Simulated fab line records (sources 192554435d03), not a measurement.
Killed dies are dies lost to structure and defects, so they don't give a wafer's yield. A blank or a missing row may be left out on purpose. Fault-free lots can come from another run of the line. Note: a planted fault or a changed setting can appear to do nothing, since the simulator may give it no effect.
fab line records ; flow n5_finfet ; part 1 of 2: steps 1 to 17 of 18
record lots=6; wafers=18; last_day=17
route steps=1938 shown ZERO_LAYER@3 BEOL_M4@1111 PASSIVATION@1936
lots untouched by any fault: they come from a run of this same line in which no faults occurred
start_h: hours from the record's first day to the start of the lot's first wafer shown ; wait_h: hours elapsed since this lot's preceding step ; " same as the row above ; L1.1+2: a row that stands for several wafers ; - no value, or no start was given ; * or withheld: withheld ; < > ~ a bound
route shown NAME@n: NAME is a module with steps in the file, n the number in the route of the first one ; usual: mean/standard deviation of fault-free wafers ; same: alike in all rows ; chamber/n: place in a boat ; sites: each site's reading ; _std_site: the values' standard deviation ; _edge_site: the outer-site mean with the inner-site mean subtracted ; radius_mm: for every site, how far away it sits from the centre of the wafer ; mask NAME#n: copy n ; behind: the most recent tool/chamber to have shaped the wafer ; hold: the reason the lot was held/the length of the hold in hours/how it ended ; device: names the non-switching transistor (n, p or np) ; end of line: tests run on the same wafers once the route is complete ; a step without rows: its recipe alone ; killed: dies that structure and defects cost at the first sort, which is not the same as the wafer's yield ; map: shows each die of a wafer: x if killed, . if not, _ if none is there
set.NAME: the setting the step ran with; set.NAME@STEP: the setting that earlier step ran with ; model.NAME: the simulator's own value behind a step, which no gauge read
a table for each step, a row for each wafer; lots at some steps of the route
services: a tool's chamber out of use, with start hour (start_h, from the record's first day; less than 0 if before it), hours out, and reason
## steps
# step N5_ZERO_LAYER_SRD_01
# recipe time_s=30; temp_c=23; rinse_liquid=diw; dry=n2_spin; spin_rpm=1500; dry_time_s=30
# step N5_ZERO_LAYER_PECVD_02
# recipe material=SiO2; target_thk_a=100; temp_c=400; precursor=SiH4/N2O; pressure_torr=0.75; rf_w=275; time_s=6
# usual heater_power_w=706/84; showerhead_plenum_p_Torr=8.10/0.082
# same time_s=6
lot.wafer;tool;chamber;start_h;wait_h;heater_power_w;showerhead_plenum_p_Torr
L191.1;pecvd-01;2;54.28;0.0;617;8.25
L191.3;pecvd-01;1;54.28;0.0;650;8.16
L191.6;pecvd-01;0;54.28;0.0;571;8.19
L201.3;pecvd-03;1;114.47;0.0;700;8.08
L201.4;pecvd-03;2;114.47;0.0;815;7.99
L201.6;pecvd-03;0;114.47;0.0;824;8.11
L204.1;pecvd-01;1;132.28;0.0;594;8.14
L204.4;pecvd-01;2;132.28;0.0;548;8.26
L204.6;pecvd-01;0;132.28;0.0;611;8.19
L205.1;pecvd-03;2;138.29;0.0;778;7.98
L205.3;pecvd-03;0;138.29;0.0;755;8.11
L205.5;pecvd-03;0;138.29;0.0;780;8.12
L206.3;pecvd-01;2;144.30;0.0;569;8.24
L206.4;pecvd-01;1;144.30;0.0;620;8.14
L206.5;pecvd-01;0;144.30;0.0;609;8.21
L207.3;pecvd-04;0;150.30;0.0;863;8.08
L207.5;pecvd-04;2;150.30;0.0;720;8.19
L207.6;pecvd-04;1;150.30;0.0;657;8.06
# step N5_ZERO_LAYER_HMDS_04
# recipe time_s=60; temp_c=120
# step N5_ZERO_LAYER_COAT_05
# recipe spin_rpm=1500; resist_thk_nm=1000
# step N5_ZERO_LAYER_EBR_07
# recipe solvent=PGMEA; ebr_width_mm=1.5
# step N5_ZERO_LAYER_SOFTBAKE_06
# recipe temp_c=100; time_s=90
# step N5_ZERO_LAYER_EXPOSE_08
# recipe mask_id=ZERO; na=0.55; source_shape=conventional; sigma_outer=0.8; polarization=unpolarized; defocus_nm=0; target_cd_nm=2000; dose_mj=16.2
# step N5_ZERO_LAYER_PEB_09
# recipe peb_temp_c=withheld; peb_time_s=*
# step N5_ZERO_LAYER_DEVELOP_10
# recipe develop_time_s=60; rinse_liquid=diw; dry=air_spin; dev_temp_c=21
# step N5_ZERO_LAYER_HARDBAKE_23
# recipe temp_c=130; time_s=120
# step N5_ZERO_LAYER_CD_MEAS_11
# recipe target_cd_nm=2000; landing_energy_ev=500; detector=se_inlens
# usual cd_nm=2001.1/1.9
lot.wafer;tool;chamber;start_h;wait_h;cd_nm
L191.1;cd_sem-01;0;54.64;-;2003.4
L191.3;cd_sem-01;0;54.64;-;2002.0
L191.6;cd_sem-01;0;54.64;-;2001.2
L201.3;cd_sem-01;0;114.83;-;2000.5
L201.4;cd_sem-01;0;114.83;-;2003.0
L201.6;cd_sem-01;0;114.83;-;2001.0
L204.1;cd_sem-02;0;132.77;-;1997.7
L204.4;cd_sem-02;0;132.77;-;1996.4
L204.6;cd_sem-02;0;132.77;-;1998.6
L205.1;cd_sem-03;0;138.64;-;2002.5
L205.3;cd_sem-03;0;138.64;-;2002.7
L205.5;cd_sem-03;0;138.64;-;2001.3
L206.3;cd_sem-02;0;144.66;-;1999.8
L206.4;cd_sem-02;0;144.66;-;2002.0
L206.5;cd_sem-02;0;144.66;-;2000.7
L207.3;cd_sem-03;0;150.79;-;2000.9
L207.5;cd_sem-03;0;150.79;-;2001.6
L207.6;cd_sem-03;0;150.79;-;2000.9
# step N5_ZERO_LAYER_DESCUM_16
# recipe chemistry=O2; time_s=7.9; source_power_w=50; bias_power_w=20; pressure_mtorr=20; rf_frequency_hz=2.712e+07; temp_c=40; o2_flow_sccm=225
# usual bias_power_w=20.00/0.06; drypump_motor_current_A=5.8/0.57; oes_product_au=0.78/0.073; rf_vpp_V=243.1/1.5; showerhead_plenum_p_Torr=2.09/0.079; throttle_valve_pct=20.46/0.21
# same time_s=7.9
lot.wafer;tool;chamber;start_h;wait_h;bias_power_w;drypump_motor_current_A;oes_product_au;rf_hours_counter_h;rf_vpp_V;showerhead_plenum_p_Torr;throttle_valve_pct
L191.1;rie_diel-02;0;54.68;0.0;20.11;5.1;0.70;232;241.3;1.97;20.89
L191.3;rie_diel-02;1;54.68;0.0;19.91;5.5;0.78;117;244.8;2.20;20.46
L191.6;rie_diel-02;1;54.68;0.0;19.99;5.5;0.79;-;244.9;2.20;20.47
L201.3;rie_diel-06;1;115.00;0.2;20.09;5.5;0.75;162;242.5;2.00;20.33
L201.4;rie_diel-06;2;115.00;0.2;20.04;6.5;0.79;133;243.9;2.10;20.49
L201.6;rie_diel-06;3;115.00;0.2;20.08;6.6;0.85;-;242.7;2.04;20.44
L204.1;rie_diel-02;1;132.80;0.0;20.01;5.6;0.76;142;244.7;2.19;20.49
L204.4;rie_diel-02;3;132.80;0.0;19.96;6.6;0.68;-;242.8;2.16;20.51
L204.6;rie_diel-02;2;132.80;0.0;20.07;5.0;0.82;-;241.4;2.03;20.31
L205.1;rie_diel-05;3;139.02;0.4;20.04;5.7;0.68;239;239.5;1.98;20.65
L205.3;rie_diel-05;1;139.02;0.4;19.88;5.9;0.76;165;244.1;2.18;20.61
L205.5;rie_diel-05;3;139.02;0.4;20.05;5.8;0.68;-;240.5;1.98;20.68
L206.3;rie_diel-02;1;145.06;0.4;20.00;5.5;0.75;148;244.5;2.19;20.50
L206.4;rie_diel-02;0;145.06;0.4;20.00;5.1;0.97;-;246.4;2.22;20.53
L206.5;rie_diel-02;2;145.06;0.4;20.08;5.1;0.80;-;241.7;2.03;20.32
L207.3;rie_diel-02;2;150.82;0.0;20.12;5.1;0.80;81;243.8;2.03;20.32
L207.5;rie_diel-02;2;150.82;0.0;20.04;5.1;0.81;-;241.9;2.03;20.33
L207.6;rie_diel-02;1;150.82;0.0;20.04;5.5;0.75;-;243.3;2.18;20.50
# step N5_ZERO_LAYER_ETCH_17
# recipe chemistry=CF4; target=SiO2; target_depth_a=120; time_s=13.3; ion_energy_ev=350; pressure_mtorr=40; source_w=450; bias_w=215; Ar_flow_sccm=100; cf4_flow_sccm=100
# usual bias_w=215.1/0.63; cf4_flow_sccm=100.0/0.3; drypump_motor_current_A=5.7/0.57; oes_product_au=0.78/0.073; rf_vpp_V=948/4.7; showerhead_plenum_p_Torr=2.14/0.072; throttle_valve_pct=15.68/0.23; time_s=13.3/0
lot.wafer;tool;chamber;start_h;wait_h;bias_w;cf4_flow_sccm;drypump_motor_current_A;oes_product_au;rf_hours_counter_h;rf_vpp_V;showerhead_plenum_p_Torr;throttle_valve_pct;time_s;model.coat_of_ZERO_LAYER_COAT_05.thk_nm
L191.1;rie_diel-02;0;54.71;0.0;214.5;100.1;5.1;0.70;232;941;2.04;16.23;13.3;967.7
L191.3;rie_diel-02;1;54.71;0.0;215.0;100.4;5.6;0.78;118;954;2.23;15.63;13.3;967.1
L191.6;rie_diel-02;1;54.71;0.0;215.0;100.5;5.6;0.79;-;954;2.23;15.62;13.3;968.4
L201.3;rie_diel-06;1;115.04;0.0;215.5;100.2;5.5;0.73;162;943;2.06;15.63;13.3;971.6
L201.4;rie_diel-06;2;115.04;0.0;214.6;100.0;6.5;0.78;133;948;2.15;15.73;13.3;971.1
L201.6;rie_diel-06;3;115.04;0.0;215.2;100.2;6.5;0.85;-;945;2.09;15.57;13.3;971.8
L204.1;rie_diel-02;1;132.84;0.0;-;-;-;-;-;-;-;-;-;983.7
L204.4;rie_diel-02;3;132.84;0.0;-;-;-;-;-;-;-;-;-;983.7
L204.6;rie_diel-02;2;132.84;0.0;-;-;-;-;-;-;-;-;-;979.4
L205.1;rie_diel-05;3;139.06;0.0;-;-;-;-;-;-;-;-;-;978.1
L205.3;rie_diel-05;1;139.06;0.0;-;-;-;-;-;-;-;-;-;979.3
L205.5;rie_diel-05;3;139.06;0.0;-;-;-;-;-;-;-;-;-;980.8
L206.3;rie_diel-02;1;145.10;0.0;214.8;100.4;5.5;0.75;148;954;2.22;15.68;13.3;974
L206.4;rie_diel-02;0;145.10;0.0;214.8;100.8;5.1;0.98;-;957;2.28;15.78;13.3;971.2
L206.5;rie_diel-02;2;145.10;0.0;214.0;100.3;5.1;0.80;-;944;2.08;15.50;13.3;971.2
L207.3;rie_diel-02;2;150.86;0.0;216.5;99.5;5.0;0.79;81;944;2.08;15.49;13.3;971
L207.5;rie_diel-02;2;150.86;0.0;216.8;100.0;5.1;0.80;-;945;2.08;15.51;13.3;971.8
L207.6;rie_diel-02;1;150.86;0.0;214.9;99.9;5.5;0.74;-;955;2.22;15.67;13.3;971.1
# step N5_ZERO_LAYER_ETCH_18
# recipe chemistry=HBr/Cl2; target=Si; target_depth_a=1200; time_s=40; pressure_mtorr=10; icp_w=800; bias_w=75; HBr_flow_sccm=150; Cl2_flow_sccm=80
# usual HBr_flow_sccm=150.0/0.47; bias_w=75.02/0.23; drypump_motor_current_A=5.65/0.26; oes_product_au=1.003/0.014; throttle_valve_pct=36.31/0.23
# same time_s=40
lot.wafer;tool;chamber;start_h;wait_h;HBr_flow_sccm;bias_w;drypump_motor_current_A;oes_product_au;rf_hours_counter_h;throttle_valve_pct;model.coat_of_ZERO_LAYER_COAT_05.thk_nm
L191.1;rie_si-06;3;54.79;0.0;150.2;74.73;5.65;1.000;83;36.46;928.3
L191.3;rie_si-06;0;54.79;0.0;149.6;74.97;5.53;1.006;99;36.08;927
L191.6;rie_si-06;3;54.79;0.0;150.3;75.34;5.64;0.995;-;36.47;928.8
L201.3;rie_si-02;0;115.11;0.0;150.0;75.21;5.95;0.999;42;36.46;930.9
L201.4;rie_si-02;1;115.11;0.0;149.4;74.73;5.17;1.014;87;36.40;931
L201.6;rie_si-02;2;115.11;0.0;149.3;74.85;5.85;1.011;-;36.45;931.6
L204.1;rie_si-02;2;132.91;0.0;150.0;75.30;5.85;1.007;102;36.44;943.6
L204.4;rie_si-02;1;132.91;0.0;149.7;74.83;5.18;1.005;87;36.39;944.2
L204.6;rie_si-02;1;132.91;0.0;149.9;74.70;5.17;1.002;-;36.39;939.7
L205.1;rie_si-06;0;139.13;0.0;150.1;74.84;5.57;1.004;101;36.11;937.9
L205.3;rie_si-06;1;139.13;0.0;149.8;74.95;5.40;1.026;82;36.60;939.2
L205.5;rie_si-06;3;139.13;0.0;149.8;75.22;5.66;0.993;-;36.45;941
L206.3;rie_si-03;3;145.17;0.0;148.6;75.14;5.87;0.980;162;36.33;933.9
L206.4;rie_si-03;0;145.17;0.0;149.0;74.58;5.84;0.997;49;36.00;931.4
L206.5;rie_si-03;3;145.17;0.0;149.5;75.18;5.85;0.982;-;36.31;931.1
L207.3;rie_si-03;2;150.93;0.0;149.8;75.07;5.34;0.998;106;36.11;930.7
L207.5;rie_si-03;0;150.93;0.0;150.5;75.08;5.86;1.007;-;36.00;932.2
L207.6;rie_si-03;3;150.93;0.0;149.9;75.09;5.89;0.965;-;36.33;930.8
# step N5_ZERO_LAYER_STRIP_24
# recipe chemistry=O2; power_w=1000; temp_c=250; overash_fraction=0.3; pressure_mtorr=1000; o2_flow_sccm=6750
# usual drypump_motor_current_A=5.83/0.036; heater_power_w=343/35; oes_product_au=0.647/0.0045; strip_time_to_endpoint_s=43.87/0.084
lot.wafer;tool;chamber;start_h;wait_h;drypump_motor_current_A;heater_power_w;oes_product_au;rf_hours_counter_h;strip_time_to_endpoint_s
L191.1;plasma_asher-01;1;54.89;0.1;5.88;299;0.641;82;43.77
L191.3;plasma_asher-01;0;54.89;0.1;5.83;360;0.646;-;43.74
L191.6;plasma_asher-01;0;54.89;0.1;5.82;359;0.644;-;43.82
L201.3;plasma_asher-01;1;115.23;0.1;5.81;308;0.650;-;43.87
L201.4;plasma_asher-01;0;115.23;0.1;5.81;367;0.646;-;43.87
L201.6;plasma_asher-01;0;115.23;0.1;5.82;367;0.646;-;43.88
L204.1;plasma_asher-01;0;133.02;0.1;5.84;369;0.640;96;44.24
L204.4;plasma_asher-01;0;133.02;0.1;5.83;363;0.646;-;44.23
L204.6;plasma_asher-01;1;133.02;0.1;5.88;311;0.642;-;44.12
L205.1;plasma_asher-01;1;139.24;0.1;5.83;305;0.653;98;44.07
L205.3;plasma_asher-01;1;139.24;0.1;5.86;313;0.657;-;44.11
L205.5;plasma_asher-01;1;139.24;0.1;5.83;308;0.648;-;44.17
L206.3;plasma_asher-01;1;145.30;0.1;5.82;305;0.642;-;43.96
L206.4;plasma_asher-01;0;145.30;0.1;5.85;357;0.648;-;43.88
L206.5;plasma_asher-01;1;145.30;0.1;5.84;306;0.648;-;43.86
L207.3;plasma_asher-01;1;151.05;0.1;5.86;298;0.641;-;43.86
L207.5;plasma_asher-01;1;151.05;0.1;5.82;310;0.656;-;43.90
L207.6;plasma_asher-01;0;151.05;0.1;5.83;365;0.653;-;43.87
# step N5_ZERO_LAYER_STRIP_19
# recipe chemistry=SPM; time_s=900; temp_c=130; h2so4_h2o2_vol_ratio=4; dry=ipa_marangoni
# step N5_BEOL_M4_RC_MEAS_101
# usual DIBL_N=36.3/1.2; DIBL_P=36.7/1.5; IOFF_N=0.164/0.02; IOFF_P=0.214/0.024; ION_N=673/8.5; ION_P=461/5.9; SS_N=71.6/0.44; SS_P=73.3/0.55; VT_N=249.4/2.4; VT_P=-250.0/2.3
lot.wafer;tool;chamber;start_h;wait_h;DIBL_N[mV/V];DIBL_P[mV/V];IOFF_N[nA/um];IOFF_P[nA/um];ION_N[uA/um];ION_P[uA/um];SS_N[mV/dec];SS_P[mV/dec];VT_N[mV];VT_P[mV]
L191.1;prober-02;0;225.24;0.0;36.0;37.4;0.166;0.229;679;463;72.2;74.2;249.7;-249.9
L191.3;prober-02;0;225.24;0.0;35.3;35.4;0.146;0.194;658;452;71.1;73.0;253.7;-250.4
L191.6;prober-02;0;225.24;0.0;35.4;36.6;0.150;0.206;672;463;71.9;73.8;250.6;-251.1
L201.3;prober-02;0;283.15;0.3;36.9;38.5;0.214;0.250;692;473;72.3;74.0;243.5;-248.5
L201.4;prober-02;0;283.15;0.3;36.1;36.1;0.174;0.210;674;466;72.0;73.3;249.3;-251.5
L201.6;prober-02;0;283.15;0.3;36.5;37.8;0.187;0.233;680;459;71.7;73.5;244.2;-249.7
L206.3;prober-02;0;303.10;0.3;37.8;37.9;0.176;0.228;681;468;71.1;72.6;248.3;-247.1
L206.4;prober-02;0;303.10;0.3;37.9;38.0;0.180;0.226;679;464;72.1;73.4;246.9;-251.0
L206.5;prober-02;0;303.10;0.3;38.6;39.1;0.198;0.242;687;467;72.2;73.1;246.9;-250.7
L207.3;prober-02;0;307.49;0.3;37.3;39.5;0.178;0.237;679;466;71.8;73.9;250.1;-250.4
L207.5;prober-02;0;307.49;0.3;38.1;40.5;0.196;0.242;682;467;72.0;74.5;247.9;-249.3
L207.6;prober-02;0;307.49;0.3;36.9;39.9;0.183;0.241;688;469;71.3;73.9;247.6;-249.9
## key
first_sign step=N5_ZERO_LAYER_ETCH_17; reading=tool_record; direction=missing
effect step=N5_ZERO_LAYER_STRIP_24; reading=strip_time_to_endpoint_s; direction=up; sigmas=3.4; usual=*; struck=*
effect step=N5_PASSIVATION_PROBE_49; reading=sort_bin_5_function; direction=up; sigmas=96; usual=5.2; struck=96.1
model_effect step=N5_ZERO_LAYER_ETCH_17; value=coat_of_ZERO_LAYER_COAT_05.thk_nm; without=969; struck=980.8
model_effect step=N5_ZERO_LAYER_ETCH_18; value=coat_of_ZERO_LAYER_COAT_05.thk_nm; without=929.1; struck=940.9
more_kills_born_at N5_ZERO_LAYER_ETCH_17@rie_diel-05=3251; N5_ZERO_LAYER_ETCH_17@rie_diel-02=3155
met_at N5_ZERO_LAYER_ETCH_17
struck_wafers L204.1,L204.4,L204.6,L205.1,L205.3,L205.5
later_rows_left_out L204.1,L204.4,L204.6,L205.1,L205.3,L205.5
onset_between 54.71 132.84
fault kind=skipped_step_whole; tool=rie_diel-02,rie_diel-05; chamber=-; onset_h=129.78; steps=N5_ZERO_LAYER_ETCH_17; scope=struck_lots_only
# later_rows_left_out: the simulator's readings of these wafers behind a module that went badly wrong aren't trusted and aren't shown, but for the sort
